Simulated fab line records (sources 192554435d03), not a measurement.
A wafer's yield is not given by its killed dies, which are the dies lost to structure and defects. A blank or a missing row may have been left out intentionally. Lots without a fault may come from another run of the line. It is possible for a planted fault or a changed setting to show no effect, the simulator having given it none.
Which tool did it? || flow n5-finfet || 11 lots with 33 wafers sampled at 4 steps, on a route of 1938 steps

== WHAT EACH GAUGE READ, for each wafer ==
Not one reading of a measure or inspect step in the record can be checked against a usual standard deviation.

== WHICH TOOL RAN EACH LOT (tool, then ch and the chambers of the sampled wafers, then the start) ==
{"lot": "L453", "N5_BEOL_M13_TRENCH_ETCH_34": "rie-diel-01 ch 0,1, day 11 02:10", "N5_PASSIVATION_PECVD_35": "pecvd-01 ch 0,2, day 12 06:25", "N5_PASSIVATION_PASS_ETCH_47": "rie-diel-04 ch 0,1,2, day 12 07:05", "N5_PASSIVATION_PROBE_49": "prober-01, day 12 10:30"}
{"lot": "L455", "N5_BEOL_M13_TRENCH_ETCH_34": "rie-diel-06 ch 1,2,3, day 11 07:34", "N5_PASSIVATION_PECVD_35": "pecvd-03 ch 0,1,2, day 12 09:49", "N5_PASSIVATION_PASS_ETCH_47": "rie-diel-05 ch 0,2,3, day 12 10:36", "N5_PASSIVATION_PROBE_49": "prober-01, day 12 13:37"}
{"lot": "L457", "N5_BEOL_M13_TRENCH_ETCH_34": "rie-diel-06 ch 2,3, day 11 19:06", "N5_PASSIVATION_PECVD_35": "pecvd-04 ch 1,2, day 12 20:40", "N5_PASSIVATION_PASS_ETCH_47": "rie-diel-04 ch 0,3, day 12 21:13", "N5_PASSIVATION_PROBE_49": "prober-02, day 13 00:14"}
{"lot": "L459", "N5_BEOL_M13_TRENCH_ETCH_34": "rie-diel-01 ch 1,3, day 12 16:04", "N5_PASSIVATION_PECVD_35": "pecvd-03 ch 0,1,2, day 13 13:35", "N5_PASSIVATION_PASS_ETCH_47": "rie-diel-04 ch 0,2,3, day 13 14:16", "N5_PASSIVATION_PROBE_49": "prober-02, day 13 17:20"}
{"lot": "L463", "N5_BEOL_M13_TRENCH_ETCH_34": "rie-diel-06 ch 1,2,3, day 12 23:41", "N5_PASSIVATION_PECVD_35": "pecvd-04 ch 0,2, day 14 03:14", "N5_PASSIVATION_PASS_ETCH_47": "rie-diel-05 ch 0,1, day 14 03:47", "N5_PASSIVATION_PROBE_49": "prober-01, day 14 07:12"}
{"lot": "L464", "N5_BEOL_M13_TRENCH_ETCH_34": "rie-diel-06 ch 1,2,3, day 14 03:25", "N5_PASSIVATION_PECVD_35": "pecvd-01 ch 0,2, day 15 07:38", "N5_PASSIVATION_PASS_ETCH_47": "rie-diel-03 ch 1,2, day 15 08:19", "N5_PASSIVATION_PROBE_49": "prober-01, day 15 11:20"}
{"lot": "L466", "N5_BEOL_M13_TRENCH_ETCH_34": "rie-diel-06 ch 2,3, day 14 05:03", "N5_PASSIVATION_PECVD_35": "pecvd-04 ch 0,1, day 15 08:40", "N5_PASSIVATION_PASS_ETCH_47": "rie-diel-05 ch 0,1,2, day 15 09:21", "N5_PASSIVATION_PROBE_49": "prober-01, day 15 13:21"}
{"lot": "L470", "N5_BEOL_M13_TRENCH_ETCH_34": "rie-diel-02 ch 0,2,3, day 15 02:09", "N5_PASSIVATION_PECVD_35": "pecvd-04 ch 0,1,2, day 16 13:09", "N5_PASSIVATION_PASS_ETCH_47": "rie-diel-04 ch 0,3, day 16 13:41", "N5_PASSIVATION_PROBE_49": "prober-02, day 16 16:52"}
{"lot": "L471", "N5_BEOL_M13_TRENCH_ETCH_34": "rie-diel-02 ch 0,2,3, day 15 10:33", "N5_PASSIVATION_PECVD_35": "pecvd-01 ch 0,2, day 16 19:17", "N5_PASSIVATION_PASS_ETCH_47": "rie-diel-03 ch 0,1,3, day 16 20:06", "N5_PASSIVATION_PROBE_49": "prober-02, day 16 23:07"}
{"lot": "L473", "N5_BEOL_M13_TRENCH_ETCH_34": "rie-diel-02 ch 1,2,3, day 15 18:19", "N5_PASSIVATION_PECVD_35": "pecvd-01 ch 0,1,2, day 17 04:44", "N5_PASSIVATION_PASS_ETCH_47": "rie-diel-04 ch 0,1,2, day 17 05:14", "N5_PASSIVATION_PROBE_49": "prober-02, day 17 08:31"}
{"lot": "L474", "N5_BEOL_M13_TRENCH_ETCH_34": "rie-diel-02 ch 2,3, day 16 03:40", "N5_PASSIVATION_PECVD_35": "pecvd-03 ch 0,2, day 17 10:37", "N5_PASSIVATION_PASS_ETCH_47": "rie-diel-03 ch 0,1, day 17 11:17", "N5_PASSIVATION_PROBE_49": "prober-01, day 17 14:26"}
- N5_BEOL_M13_TRENCH_ETCH_34: etches SiOC in C4F8/O2/Ar, target depth 413.47 nm, time 162.6 s.
- N5_PASSIVATION_PECVD_35: deposits SiNx from SiH4/NH3/N2, target thk 700 nm, time 151.3 s.
- N5_PASSIVATION_PASS_ETCH_47: etches SiNx in CF4/O2, target depth 770 nm, time 385 s.
- N5_PASSIVATION_PROBE_49

== AS READ BY THE TOOLS THEMSELVES (means over the sampled wafers that have a number; for cases with no such wafer, the mark the record gives instead) ==
N5_BEOL_M13_TRENCH_ETCH_34. Usual: drypump-motor-current-A 5.9 A, standard deviation 0.37; he-outer-torr 30.00 Torr, standard deviation 0.057; oes-product-au 0.81 a.u., standard deviation 0.087; rf-vpp-V 666 V, standard deviation 3.1; showerhead-plenum-p-Torr 3.44 Torr, standard deviation 0.11; throttle-valve-pct 24.20 %, standard deviation 0.18.
{"lot": "L453", "tool": "rie-diel-01", "drypump-motor-current-A (A)": 5.6, "he-outer-torr (Torr)": 29.96, "oes-product-au (a.u.)": 0.97, "rf-vpp-V (V)": 664, "showerhead-plenum-p-Torr (Torr)": 3.35, "throttle-valve-pct (%)": 24.42, "flag": ""}
{"lot": "L455", "tool": "rie-diel-06", "drypump-motor-current-A (A)": 6.1, "he-outer-torr (Torr)": 29.99, "oes-product-au (a.u.)": 0.73, "rf-vpp-V (V)": 669, "showerhead-plenum-p-Torr (Torr)": 3.53, "throttle-valve-pct (%)": 24.24, "flag": ""}
{"lot": "L457", "tool": "rie-diel-06", "drypump-motor-current-A (A)": 6.1, "he-outer-torr (Torr)": 29.96, "oes-product-au (a.u.)": 0.74, "rf-vpp-V (V)": 669, "showerhead-plenum-p-Torr (Torr)": 3.54, "throttle-valve-pct (%)": 24.28, "flag": ""}
{"lot": "L459", "tool": "rie-diel-01", "drypump-motor-current-A (A)": 6.0, "he-outer-torr (Torr)": 30.00, "oes-product-au (a.u.)": 0.91, "rf-vpp-V (V)": 667, "showerhead-plenum-p-Torr (Torr)": 3.43, "throttle-valve-pct (%)": 24.42, "flag": ""}
{"lot": "L463", "tool": "rie-diel-06", "drypump-motor-current-A (A)": 6.1, "he-outer-torr (Torr)": 29.98, "oes-product-au (a.u.)": 0.71, "rf-vpp-V (V)": 669, "showerhead-plenum-p-Torr (Torr)": 3.53, "throttle-valve-pct (%)": 24.26, "flag": ""}
{"lot": "L464", "tool": "rie-diel-06", "drypump-motor-current-A (A)": 6.1, "he-outer-torr (Torr)": 30.01, "oes-product-au (a.u.)": 0.71, "rf-vpp-V (V)": 669, "showerhead-plenum-p-Torr (Torr)": 3.52, "throttle-valve-pct (%)": 24.27, "flag": ""}
{"lot": "L466", "tool": "rie-diel-06", "drypump-motor-current-A (A)": 6.3, "he-outer-torr (Torr)": 30.02, "oes-product-au (a.u.)": 0.70, "rf-vpp-V (V)": 668, "showerhead-plenum-p-Torr (Torr)": 3.50, "throttle-valve-pct (%)": 24.22, "flag": ""}
{"lot": "L470", "tool": "rie-diel-02", "drypump-motor-current-A (A)": 5.7, "he-outer-torr (Torr)": 30.00, "oes-product-au (a.u.)": 0.86, "rf-vpp-V (V)": 668, "showerhead-plenum-p-Torr (Torr)": 3.46, "throttle-valve-pct (%)": 23.97, "flag": ""}
{"lot": "L471", "tool": "rie-diel-02", "drypump-motor-current-A (A)": 5.7, "he-outer-torr (Torr)": 30.00, "oes-product-au (a.u.)": 0.86, "rf-vpp-V (V)": 667, "showerhead-plenum-p-Torr (Torr)": 3.46, "throttle-valve-pct (%)": 23.97, "flag": ""}
{"lot": "L473", "tool": "rie-diel-02", "drypump-motor-current-A (A)": 6.0, "he-outer-torr (Torr)": 29.91, "oes-product-au (a.u.)": 0.83, "rf-vpp-V (V)": 664, "showerhead-plenum-p-Torr (Torr)": 3.36, "throttle-valve-pct (%)": 24.08, "flag": ""}
{"lot": "L474", "tool": "rie-diel-02", "drypump-motor-current-A (A)": 5.8, "he-outer-torr (Torr)": 29.99, "oes-product-au (a.u.)": 0.80, "rf-vpp-V (V)": 665, "showerhead-plenum-p-Torr (Torr)": 3.33, "throttle-valve-pct (%)": 23.99, "flag": ""}

N5_PASSIVATION_PECVD_35. Usual: heater-power-outer-w 166 W, standard deviation 52; heater-power-w 371 W, standard deviation 76; showerhead-plenum-p-Torr 8.66 Torr, standard deviation 0.078; throttle-valve-pct 28.9 %, standard deviation 1.6.
{"lot": "L453", "tool": "pecvd-01", "heater-power-outer-w (W)": 223, "heater-power-w (W)": 394, "showerhead-plenum-p-Torr (Torr)": 8.70, "throttle-valve-pct (%)": 28.8, "flag": ""}
{"lot": "L455", "tool": "pecvd-03", "heater-power-outer-w (W)": 204, "heater-power-w (W)": 458, "showerhead-plenum-p-Torr (Torr)": 8.67, "throttle-valve-pct (%)": 28.7, "flag": ""}
{"lot": "L457", "tool": "pecvd-04", "heater-power-outer-w (W)": 154, "heater-power-w (W)": 365, "showerhead-plenum-p-Torr (Torr)": 8.68, "throttle-valve-pct (%)": 29.4, "flag": ""}
{"lot": "L459", "tool": "pecvd-03", "heater-power-outer-w (W)": 183, "heater-power-w (W)": 420, "showerhead-plenum-p-Torr (Torr)": 8.68, "throttle-valve-pct (%)": 28.8, "flag": ""}
{"lot": "L463", "tool": "pecvd-04", "heater-power-outer-w (W)": 165, "heater-power-w (W)": 399, "showerhead-plenum-p-Torr (Torr)": 8.64, "throttle-valve-pct (%)": 29.9, "flag": ""}
{"lot": "L464", "tool": "pecvd-01", "heater-power-outer-w (W)": 250, "heater-power-w (W)": 437, "showerhead-plenum-p-Torr (Torr)": 8.73, "throttle-valve-pct (%)": 29.6, "flag": ""}
{"lot": "L466", "tool": "pecvd-04", "heater-power-outer-w (W)": 128, "heater-power-w (W)": 343, "showerhead-plenum-p-Torr (Torr)": 8.66, "throttle-valve-pct (%)": 31.0, "flag": ""}
{"lot": "L470", "tool": "pecvd-04", "heater-power-outer-w (W)": 140, "heater-power-w (W)": 353, "showerhead-plenum-p-Torr (Torr)": 8.66, "throttle-valve-pct (%)": 30.1, "flag": ""}
{"lot": "L471", "tool": "pecvd-01", "heater-power-outer-w (W)": 214, "heater-power-w (W)": 398, "showerhead-plenum-p-Torr (Torr)": 8.72, "throttle-valve-pct (%)": 29.5, "flag": ""}
{"lot": "L473", "tool": "pecvd-01", "heater-power-outer-w (W)": 193, "heater-power-w (W)": 368, "showerhead-plenum-p-Torr (Torr)": 8.65, "throttle-valve-pct (%)": 28.4, "flag": ""}
{"lot": "L474", "tool": "pecvd-03", "heater-power-outer-w (W)": 212, "heater-power-w (W)": 435, "showerhead-plenum-p-Torr (Torr)": 8.75, "throttle-valve-pct (%)": 30.2, "flag": ""}

N5_PASSIVATION_PASS_ETCH_47. Usual: drypump-motor-current-A 5.8 A, standard deviation 0.47; oes-product-au 0.83 a.u., standard deviation 0.076; rf-vpp-V 242 V, standard deviation 5.4; showerhead-plenum-p-Torr 2.19 Torr, standard deviation 0.065; throttle-valve-pct 15.76 %, standard deviation 0.2.
{"lot": "L453", "tool": "rie-diel-04", "drypump-motor-current-A (A)": 6.0, "oes-product-au (a.u.)": 0.88, "rf-vpp-V (V)": 245, "showerhead-plenum-p-Torr (Torr)": 2.27, "throttle-valve-pct (%)": 15.79, "flag": ""}
{"lot": "L455", "tool": "rie-diel-05", "drypump-motor-current-A (A)": 5.4, "oes-product-au (a.u.)": 0.76, "rf-vpp-V (V)": 244, "showerhead-plenum-p-Torr (Torr)": 2.21, "throttle-valve-pct (%)": 15.72, "flag": ""}
{"lot": "L457", "tool": "rie-diel-04", "drypump-motor-current-A (A)": 5.9, "oes-product-au (a.u.)": 0.94, "rf-vpp-V (V)": 241, "showerhead-plenum-p-Torr (Torr)": 2.22, "throttle-valve-pct (%)": 15.83, "flag": ""}
{"lot": "L459", "tool": "rie-diel-04", "drypump-motor-current-A (A)": 5.8, "oes-product-au (a.u.)": 0.91, "rf-vpp-V (V)": 243, "showerhead-plenum-p-Torr (Torr)": 2.25, "throttle-valve-pct (%)": 15.73, "flag": ""}
{"lot": "L463", "tool": "rie-diel-05", "drypump-motor-current-A (A)": 5.6, "oes-product-au (a.u.)": 0.82, "rf-vpp-V (V)": 243, "showerhead-plenum-p-Torr (Torr)": 2.20, "throttle-valve-pct (%)": 15.59, "flag": ""}
{"lot": "L464", "tool": "rie-diel-03", "drypump-motor-current-A (A)": 5.6, "oes-product-au (a.u.)": 0.85, "rf-vpp-V (V)": 244, "showerhead-plenum-p-Torr (Torr)": 2.15, "throttle-valve-pct (%)": 15.64, "flag": ""}
{"lot": "L466", "tool": "rie-diel-05", "drypump-motor-current-A (A)": 5.5, "oes-product-au (a.u.)": 0.78, "rf-vpp-V (V)": 240, "showerhead-plenum-p-Torr (Torr)": 2.16, "throttle-valve-pct (%)": 15.69, "flag": ""}
{"lot": "L470", "tool": "rie-diel-04", "drypump-motor-current-A (A)": 5.8, "oes-product-au (a.u.)": 0.86, "rf-vpp-V (V)": 242, "showerhead-plenum-p-Torr (Torr)": 2.18, "throttle-valve-pct (%)": 15.96, "flag": ""}
{"lot": "L471", "tool": "rie-diel-03", "drypump-motor-current-A (A)": 5.7, "oes-product-au (a.u.)": 0.87, "rf-vpp-V (V)": 236, "showerhead-plenum-p-Torr (Torr)": 2.15, "throttle-valve-pct (%)": 15.71, "flag": ""}
{"lot": "L473", "tool": "rie-diel-04", "drypump-motor-current-A (A)": 6.0, "oes-product-au (a.u.)": 0.82, "rf-vpp-V (V)": 244, "showerhead-plenum-p-Torr (Torr)": 2.26, "throttle-valve-pct (%)": 15.86, "flag": ""}
{"lot": "L474", "tool": "rie-diel-03", "drypump-motor-current-A (A)": 5.6, "oes-product-au (a.u.)": 0.81, "rf-vpp-V (V)": 240, "showerhead-plenum-p-Torr (Torr)": 2.14, "throttle-valve-pct (%)": 15.82, "flag": ""}

N5_PASSIVATION_PROBE_49. Usual: defect-limited-yield 91.4 %, standard deviation 1.6; killed_at_M0_to_M3 34, standard deviation 10; killed_at_M4_up 12, standard deviation 4.8; killed-at-contacts 11, standard deviation 6.2; killed-at-front-end 39, standard deviation 13; killed-at-other 4, standard deviation 3.1; killed-dies 101, standard deviation 19; killed-on-rim 13, standard deviation 4.1; killed-open 67, standard deviation 14; killed-short 32, standard deviation 8.3; sort_bin_5_function 5.0 %, standard deviation 1; sort_bin_6_memory 3.2 %, standard deviation 0.76; sort_bin_8_speed 0.00 %, standard deviation 0.026; sort-n-pass 1079, standard deviation 19; sort-yield-pct 91.4 %, standard deviation 1.6.
{"lot": "L453", "tool": "prober-01", "defect-limited-yield (%)": 89.8, "killed_at_M0_to_M3": 37, "killed_at_M4_up": 18, "killed-at-contacts": 12, "killed-at-front-end": 52, "killed-at-other": 1, "killed-dies": 120, "killed-on-rim": 12, "killed-open": 74, "killed-short": 44, "sort_bin_5_function (%)": 5.7, "sort_bin_6_memory (%)": 4.1, "sort_bin_8_speed (%)": 0.00, "sort-n-pass": 1060, "sort-yield-pct (%)": 89.8, "flag": ""}
{"lot": "L455", "tool": "prober-01", "defect-limited-yield (%)": 92.9, "killed_at_M0_to_M3": 28, "killed_at_M4_up": 11, "killed-at-contacts": 11, "killed-at-front-end": 31, "killed-at-other": 4, "killed-dies": 84, "killed-on-rim": 11, "killed-open": 56, "killed-short": 25, "sort_bin_5_function (%)": 4.0, "sort_bin_6_memory (%)": 2.8, "sort_bin_8_speed (%)": 0.08, "sort-n-pass": 1095, "sort-yield-pct (%)": 92.8, "flag": "OFF"}
{"lot": "L457", "tool": "prober-02", "defect-limited-yield (%)": 90.7, "killed_at_M0_to_M3": 39, "killed_at_M4_up": 9, "killed-at-contacts": 11, "killed-at-front-end": 46, "killed-at-other": 4, "killed-dies": 110, "killed-on-rim": 12, "killed-open": 74, "killed-short": 35, "sort_bin_5_function (%)": 5.5, "sort_bin_6_memory (%)": 3.6, "sort_bin_8_speed (%)": 0.00, "sort-n-pass": 1070, "sort-yield-pct (%)": 90.7, "flag": ""}
{"lot": "L459", "tool": "prober-02", "defect-limited-yield (%)": 88.8, "killed_at_M0_to_M3": 33, "killed_at_M4_up": 11, "killed-at-contacts": 15, "killed-at-front-end": 69, "killed-at-other": 3, "killed-dies": 132, "killed-on-rim": 22, "killed-open": 95, "killed-short": 34, "sort_bin_5_function (%)": 6.1, "sort_bin_6_memory (%)": 4.7, "sort_bin_8_speed (%)": 0.00, "sort-n-pass": 1048, "sort-yield-pct (%)": 88.8, "flag": ""}
{"lot": "L463", "tool": "prober-01", "defect-limited-yield (%)": 93.0, "killed_at_M0_to_M3": 23, "killed_at_M4_up": 12, "killed-at-contacts": 11, "killed-at-front-end": 29, "killed-at-other": 7, "killed-dies": 82, "killed-on-rim": 11, "killed-open": 54, "killed-short": 26, "sort_bin_5_function (%)": 4.0, "sort_bin_6_memory (%)": 2.7, "sort_bin_8_speed (%)": 0.00, "sort-n-pass": 1098, "sort-yield-pct (%)": 93.0, "flag": ""}
{"lot": "L464", "tool": "prober-01", "defect-limited-yield (%)": 86.8, "killed_at_M0_to_M3": 38, "killed_at_M4_up": 57, "killed-at-contacts": 17, "killed-at-front-end": 37, "killed-at-other": 6, "killed-dies": 155, "killed-on-rim": 18, "killed-open": 77, "killed-short": 32, "sort_bin_5_function (%)": 8.1, "sort_bin_6_memory (%)": 3.8, "sort_bin_8_speed (%)": 0.00, "sort-n-pass": 1025, "sort-yield-pct (%)": 86.8, "flag": "OFF"}
{"lot": "L466", "tool": "prober-01", "defect-limited-yield (%)": 85.4, "killed_at_M0_to_M3": 31, "killed_at_M4_up": 61, "killed-at-contacts": 10, "killed-at-front-end": 67, "killed-at-other": 3, "killed-dies": 172, "killed-on-rim": 21, "killed-open": 94, "killed-short": 35, "sort_bin_5_function (%)": 8.7, "sort_bin_6_memory (%)": 4.5, "sort_bin_8_speed (%)": 0.00, "sort-n-pass": 1008, "sort-yield-pct (%)": 85.4, "flag": "OFF"}
{"lot": "L470", "tool": "prober-02", "defect-limited-yield (%)": 90.3, "killed_at_M0_to_M3": 48, "killed_at_M4_up": 9, "killed-at-contacts": 17, "killed-at-front-end": 35, "killed-at-other": 5, "killed-dies": 115, "killed-on-rim": 15, "killed-open": 78, "killed-short": 35, "sort_bin_5_function (%)": 5.9, "sort_bin_6_memory (%)": 3.5, "sort_bin_8_speed (%)": 0.00, "sort-n-pass": 1065, "sort-yield-pct (%)": 90.3, "flag": ""}
{"lot": "L471", "tool": "prober-02", "defect-limited-yield (%)": 90.7, "killed_at_M0_to_M3": 29, "killed_at_M4_up": 20, "killed-at-contacts": 10, "killed-at-front-end": 44, "killed-at-other": 6, "killed-dies": 109, "killed-on-rim": 13, "killed-open": 71, "killed-short": 38, "sort_bin_5_function (%)": 5.7, "sort_bin_6_memory (%)": 3.3, "sort_bin_8_speed (%)": 0.00, "sort-n-pass": 1071, "sort-yield-pct (%)": 90.7, "flag": ""}
{"lot": "L473", "tool": "prober-02", "defect-limited-yield (%)": 91.7, "killed_at_M0_to_M3": 21, "killed_at_M4_up": 14, "killed-at-contacts": 16, "killed-at-front-end": 45, "killed-at-other": 2, "killed-dies": 98, "killed-on-rim": 11, "killed-open": 62, "killed-short": 35, "sort_bin_5_function (%)": 4.7, "sort_bin_6_memory (%)": 3.4, "sort_bin_8_speed (%)": 0.00, "sort-n-pass": 1082, "sort-yield-pct (%)": 91.7, "flag": ""}
{"lot": "L474", "tool": "prober-01", "defect-limited-yield (%)": 92.2, "killed_at_M0_to_M3": 38, "killed_at_M4_up": 10, "killed-at-contacts": 10, "killed-at-front-end": 29, "killed-at-other": 5, "killed-dies": 92, "killed-on-rim": 11, "killed-open": 59, "killed-short": 31, "sort_bin_5_function (%)": 4.6, "sort_bin_6_memory (%)": 2.7, "sort_bin_8_speed (%)": 0.00, "sort-n-pass": 1088, "sort-yield-pct (%)": 92.2, "flag": ""}

== THE ANSWER, worked out from the rows above alone ==
Rule: take the mean of a lot's wafers that have a number; if it is more than 3 standard deviations from the usual mean, the lot is off. A lot without any number at a reading at which 4 lots or more have one is off too. The other lots that the step has rows for count as sound. First the gauges in route order, then the tools' own readings, where a lot's mean is used as printed above. At the first step where some lot is off, the reading lying furthest off is the one used; lots without a number count as furthest.
Off: L464, L466 (N5_PASSIVATION_PROBE_49, killed_at_M4_up).
If a tool, at that step or one of the process steps before it, ran each lot that is off and ran no sound lot following the first of them, it fits. One fits: N5_BEOL_M13_TRENCH_ETCH_34 on rie-diel-06. Its last sound lot is L463 (day 12 23:41), its first lot that is off L464 (day 14 03:25): a fault that began between those two fits.

== WHAT WAS PUT IN BY THE SIMULATOR ==
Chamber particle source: rie-diel-06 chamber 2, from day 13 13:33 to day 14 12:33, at N5_BEOL_M13_TRENCH_ETCH_34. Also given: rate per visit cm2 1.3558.
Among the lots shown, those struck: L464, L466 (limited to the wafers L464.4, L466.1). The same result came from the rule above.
